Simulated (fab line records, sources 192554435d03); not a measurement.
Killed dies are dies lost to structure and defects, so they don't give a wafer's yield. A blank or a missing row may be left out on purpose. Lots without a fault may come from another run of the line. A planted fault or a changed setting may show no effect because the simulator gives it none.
Chamber matching | flow n5_finfet | N5_PMOS_HMC_CHANNEL_EPI_HM_OPEN_15 on rie_diel-03: 4 sister chambers
The step chemistry CHF3/O2, target SiO2, target depth 40.6 nm, time 20.3 s. 4 wafers are shown with their chamber, then 11 later ones without.

WAFERS WITH THEIR CHAMBER
wafer  | chamber | drypump_motor_current_A (A)
L086.5 | 3       | 6.4
L089.4 | 0       | 6.4
L089.5 | 1       | 5.4
L092.3 | 2       | 6.6

WAFERS WITHOUT THEIR CHAMBER
wafer  | drypump_motor_current_A (A)
L092.5 | 6.7
L092.6 | 6.5
L095.1 | 6.4
L095.3 | 6.6
L095.4 | 5.3
L096.2 | 6.4
L096.4 | 6.6
L096.6 | 6.4
L097.1 | 6.4
L097.5 | 5.4
L097.6 | 6.4

WHICH CHAMBER EACH WENT THROUGH
wafer  | from the rows above          | in truth
L092.5 | 2                            | 2
L092.6 | can't be placed: 0 or 2 or 3 | 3
L095.1 | can't be placed: 0 or 3      | 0
L095.3 | 2                            | 2
L095.4 | 1                            | 1
L096.2 | can't be placed: 0 or 3      | 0
L096.4 | 2                            | 2
L096.6 | can't be placed: 0 or 3      | 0
L097.1 | can't be placed: 0 or 3      | 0
L097.5 | 1                            | 1
L097.6 | can't be placed: 0 or 3      | 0
Placed correctly: 5 of 11. Can't be placed from these rows: 6 (the true chamber is among the candidates in 6). Placed wrongly: 0.
How it was worked out, from the rows above alone: a wafer's distance from a chamber is the root of the sum, over the readings, of the square of ((its reading less the chamber's mean) divided by the reading's scatter). The wafer belongs to the nearest chamber; if the next one is less than 2 further off, it can't be placed. A chamber's mean is the mean of its shown wafers. The scatter: with one shown wafer a chamber, the root of the mean of the squares of how far each hidden wafer lies from its nearest shown one.
